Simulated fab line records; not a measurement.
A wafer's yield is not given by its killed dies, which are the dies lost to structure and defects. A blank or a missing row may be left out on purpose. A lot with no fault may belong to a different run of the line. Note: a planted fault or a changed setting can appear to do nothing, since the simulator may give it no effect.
Comparing a struck lot with a sound one ; flow n5Finfet ; 16 out of 1938 route steps
Sound: wafers L317.1, L317.2, L317.6. Struck: wafers L318.4, L318.5. (L318.6 of the same lot was not struck and is left out.) The cause comes at the end.
For every step that has rows: the tool of each side, followed by ch and its chambers, followed by its first start. Under that, the readings that differ: sound wafers ; struck wafers ; difference of the means ; sigmas: that difference in standard deviations of wafers without a fault.
alike: a reading whose means differ by less than 2 such deviations, as well as words and numbers matching on both sides. not compared: withheld readings; readings where some wafer has no value; bounds like >300 that might hide an equal value; numbers whose values overlap and for which the record gives no deviation.
The two part at a step that has a row with sigmas, a row that says differs or no value, or rows on one side only. Numbers that don't overlap but have no deviation are shown without sigmas and don't part them. Lack of a reading on every wafer of one side parts them only where that side has two or more wafers.

N5_DUMMY_GATE_ETCH_23: etches poly-Si in HBr/Cl2/O2, target depth 41 nm, time 22.3 s.
  sound on rieSi-04 ch 2,3, day 6 08:18; struck on rieSi-05 ch 1, day 6 12:59
  alike: drypumpMotorCurrentA, oes_o_777_au, oesProductAu, throttleValvePct
  not compared: rfHoursCounterH
N5_DUMMY_GATE_ETCH_44: etches poly-Si in HBr/O2, stops on SiO2, target depth 127.5 nm.
  sound on rieSi-04 ch 2,3, day 6 08:22; struck on rieSi-05 ch 1, day 6 13:02
  alike: drypumpMotorCurrentA, oesProductAu, throttleValvePct
  not compared: rfHoursCounterH
N5_DUMMY_GATE_CD_MEAS_24: the cd target is 15 nm.
  sound on cdSem-01, day 6 08:28; struck on cdSem-01, day 6 13:10
  alike: cdNm
N5_DUMMY_GATE_ETCH_42: etches SiO2 in CHF3/O2, target depth 3.5 nm, time 31 s.
  sound on rieDiel-01 ch 1,3, day 6 08:34; struck on rieDiel-06 ch 0,3, day 6 13:15
  alike: drypumpMotorCurrentA, oes_o_777_au, oesProductAu, rfVppV, showerheadPlenumPTorr, throttleValvePct
  not compared: rfHoursCounterH
N5_DUMMY_GATE_STRIP_48: strips in N2/H2, time 20 s.
  sound on rieDiel-01 ch 1,3, day 6 08:36; struck on rieDiel-06 ch 0,3, day 6 13:20
  alike: drypumpMotorCurrentA, n2FlowSccm, oesProductAu, rfVppV, showerheadPlenumPTorr, throttleValvePct
  not compared: rfHoursCounterH
then, 5 steps without rows for these wafers: N5_DUMMY_GATE_PRECLEAN_33 (cleans in dHF, time 10 s); N5_DUMMY_GATE_PRECLEAN_25 (cleans in O3/DIW, time 45 s); N5_DUMMY_GATE_PRECLEAN_51 (cleans in SC2, time 45 s); N5_DUMMY_GATE_SRD_26 (time 30 s); N5_DUMMY_GATE_UV_OZONE_45 (time 120 s).
N5_DUMMY_GATE_INSPECT_27: inspects for defects (brightfield).
  sound on defectInspect-01, day 6 08:47; struck on defectInspect-01, day 6 13:31
  alike: rawDefectCount
then, 1 step without rows for these wafers: N5_SPACER0_ALD_07 (deposits SiNx, target thk 2 nm).
N5_SPACER0_ALD_00: deposits SiOCN, target thk 3.5 nm, pulse time 3 s, purge time 2 s.
  sound on aldSin-03 ch 1,2,3, day 6 10:04; struck on aldSin-02 ch 3, day 6 14:13
reading;sound;struck;difference;sigmas
aldCycles;58 58 58;62 62;+4;
  alike: heaterPowerW, precursorPulseHeightRel
N5_SPACER0_ALD_08: deposits SiNx, target thk 2 nm.
  sound on aldSin-03 ch 1,2,3, day 6 10:19; struck on aldSin-02 ch 3, day 6 14:28
  alike: heaterPowerW
-- the record jumps here: 8 days lie between the struck wafers' starts before and after (it left off in module SPACER0 and takes up again in module BEOL_M4, whose first step shown is number 1111 of the route) --
N5_BEOL_M4_RC_MEAS_101:
  sound on prober-01 ch 0, day 14 14:39; struck on prober-02 ch 0, day 14 08:31
  alike: DIBL_N, DIBL_P, IOFF_N, IOFF_P, ION_N, ION_P, SS_N, SS_P, VT_N, VT_P
-- the record jumps here: 5 days lie between the struck wafers' starts before and after (it left off in module BEOL_M4 and takes up again in module PASSIVATION, whose first step shown is number 1936 of the route) --
N5_PASSIVATION_PROBE_49:
  rows exist in the record for the struck wafers here (prober-01, day 19 10:25), but not for the sound ones

== WHERE THEY PART ==
At N5_PASSIVATION_PROBE_49 and nowhere else, as far as this record goes.

WHY: what the simulator had put in
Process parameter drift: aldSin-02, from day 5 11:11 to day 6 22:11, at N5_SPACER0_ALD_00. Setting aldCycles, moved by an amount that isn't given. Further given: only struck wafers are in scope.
